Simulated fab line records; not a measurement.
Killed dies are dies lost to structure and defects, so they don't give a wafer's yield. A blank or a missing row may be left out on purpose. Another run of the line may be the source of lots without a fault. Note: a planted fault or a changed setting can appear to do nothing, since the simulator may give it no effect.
Matching of chambers / flow n5Finfet / N5_MOL_CONTACT_COAG_ALD_123 on aldSin-01 has 4 sister chambers
The step deposits SiNx, target thk 5 nm, pulse time 1 s, purge time 2 s. 4 wafers are shown with their chamber, then 11 later ones without.

WAFERS PAIRED WITH THEIR CHAMBERS
wafer=L091.1; chamber=3; heaterPowerW (W)=759
wafer=L091.2; chamber=0; heaterPowerW (W)=791
wafer=L091.3; chamber=2; heaterPowerW (W)=891
wafer=L091.4; chamber=1; heaterPowerW (W)=987

WAFERS WITH NO CHAMBER GIVEN
wafer=L091.5; heaterPowerW (W)=934
wafer=L091.6; heaterPowerW (W)=987
wafer=L095.1; heaterPowerW (W)=1033
wafer=L095.2; heaterPowerW (W)=726
wafer=L095.4; heaterPowerW (W)=784
wafer=L096.4; heaterPowerW (W)=907
wafer=L096.5; heaterPowerW (W)=945
wafer=L096.6; heaterPowerW (W)=770
wafer=L097.2; heaterPowerW (W)=794
wafer=L097.4; heaterPowerW (W)=1014
wafer=L097.5; heaterPowerW (W)=746

THE CHAMBER EACH PASSED THROUGH
wafer=L091.5; from the rows above=can't be placed: 2 or 1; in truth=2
wafer=L091.6; from the rows above=1; in truth=1
wafer=L095.1; from the rows above=1; in truth=1
wafer=L095.2; from the rows above=can't be placed: 3 or 0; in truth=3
wafer=L095.4; from the rows above=can't be placed: 0 or 3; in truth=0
wafer=L096.4; from the rows above=2; in truth=2
wafer=L096.5; from the rows above=can't be placed: 1 or 2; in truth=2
wafer=L096.6; from the rows above=can't be placed: 3 or 0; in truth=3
wafer=L097.2; from the rows above=can't be placed: 0 or 3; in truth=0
wafer=L097.4; from the rows above=1; in truth=1
wafer=L097.5; from the rows above=can't be placed: 3 or 0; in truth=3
Correctly placed: 4 of 11. Cannot be placed on the basis of these rows: 7; the candidates contain the true chamber in 7. 0 placed wrongly.
How it was worked out, from the rows above alone: a wafer's distance from a chamber is the root of the sum, over the readings, of the square of ((its reading less the chamber's mean) divided by the reading's scatter). The wafer belongs to the nearest chamber; if the next one is less than 2 further off, it can't be placed. A chamber's mean is the mean of its shown wafers. The scatter: with one shown wafer a chamber, the root of the mean of the squares of how far each hidden wafer lies from its nearest shown one.
